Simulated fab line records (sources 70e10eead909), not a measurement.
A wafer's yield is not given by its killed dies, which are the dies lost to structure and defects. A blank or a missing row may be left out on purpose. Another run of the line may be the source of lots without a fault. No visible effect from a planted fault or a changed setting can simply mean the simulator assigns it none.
A struck lot beside a sound one -- flow nand-harc -- 15 steps out of a route of 1159
Sound: these wafers, L518.2, L518.4, L518.5. The struck wafers were L523.2, L523.3, L523.6. Last of all comes the cause.
Order at every step that has rows: each side's tool, ch and its chambers, its first start. Under that, the readings that differ: sound wafers -- struck wafers -- difference of the means -- sigmas: that difference in standard deviations of wafers without a fault.
alike: readings whose means differ by less than 2 such deviations, and words and numbers that are the same on both sides. not compared: withheld readings, readings that some wafer has no value for, bounds like >300 that may hide the same value, and numbers for which the record gives no deviation and whose values overlap.
The two part at a step that has a row with sigmas, a row that says differs or no value, or rows on one side only. Numbers that have no deviation but don't overlap get no sigmas and don't part them. A reading missing from all wafers of one side parts the sides only when that side holds two or more wafers.

first, 2 steps without rows for these wafers: NHARC_P_GATE_PEB_09 (peb time 85 s); NHARC_P_GATE_DEVELOP_10 (time 70 s).
NHARC_P_GATE_CD_MEAS_11 targets a cd of 1640 nm.
  sound on cd-sem-02 ch 0, day 4 10:48; struck on cd-sem-01 ch 0, day 6 03:46
  alike: cd-nm
then, 1 step without rows for these wafers: NHARC_P_GATE_HARDBAKE_12 (time 80 s).
NHARC_P_GATE_DESCUM_13: chemistry O2, time 3 s.
  sound on rie-diel-11 ch 0,2, day 4 10:58; struck on rie-diel-11 ch 0,1,2, day 6 03:55
  alike: drypump-motor-current-A, oes-product-au, rf-vpp-V, showerhead-plenum-p-Torr, throttle-valve-pct
  not compared: rf-hours-counter-h
then, 6 steps without rows for these wafers: NHARC_P_GATE_ETCH_14 (etches SiO2 in dHF, target depth 48.8 nm); NHARC_P_GATE_STRIP_15 (strips in SPM, time 780 s); NHARC_P_GATE_PRECLEAN_71 (cleans in SC1); NHARC_P_GATE_SRD_72; NHARC_P_GATE_OXIDE_16 (material SiO2, target thk 3 nm, ox time 392 s); NHARC_P_GATE_CVD_17 (deposits poly-Si, target thk 150 nm, time 900 s).
NHARC_P_GATE_HM_DEP_102: deposits aC, target thk 120 nm.
  sound on acl-dep-01 ch 0, day 5 00:23; struck on acl-dep-01 ch 0, day 6 15:59
  alike: throttle-valve-pct
NHARC_P_GATE_DEP_103: deposits SiON, target thk 30 nm.
  sound on pecvd-04 ch 1,2, day 5 00:57; struck on pecvd-02 ch 1,2, day 6 16:54
  alike: heater-power-outer-w, heater-power-w
then, 1 step without rows for these wafers: NHARC_P_GATE_DEHYDRATE_18 (time 120 s).
NHARC_END_SORT_01:
  the record has rows for the sound wafers here (prober-01 ch 0, day 21 08:41) and none for the struck ones

WHERE THEY PART
Only at NHARC_END_SORT_01, as far as this record shows.

WHY: the cause the simulator had injected
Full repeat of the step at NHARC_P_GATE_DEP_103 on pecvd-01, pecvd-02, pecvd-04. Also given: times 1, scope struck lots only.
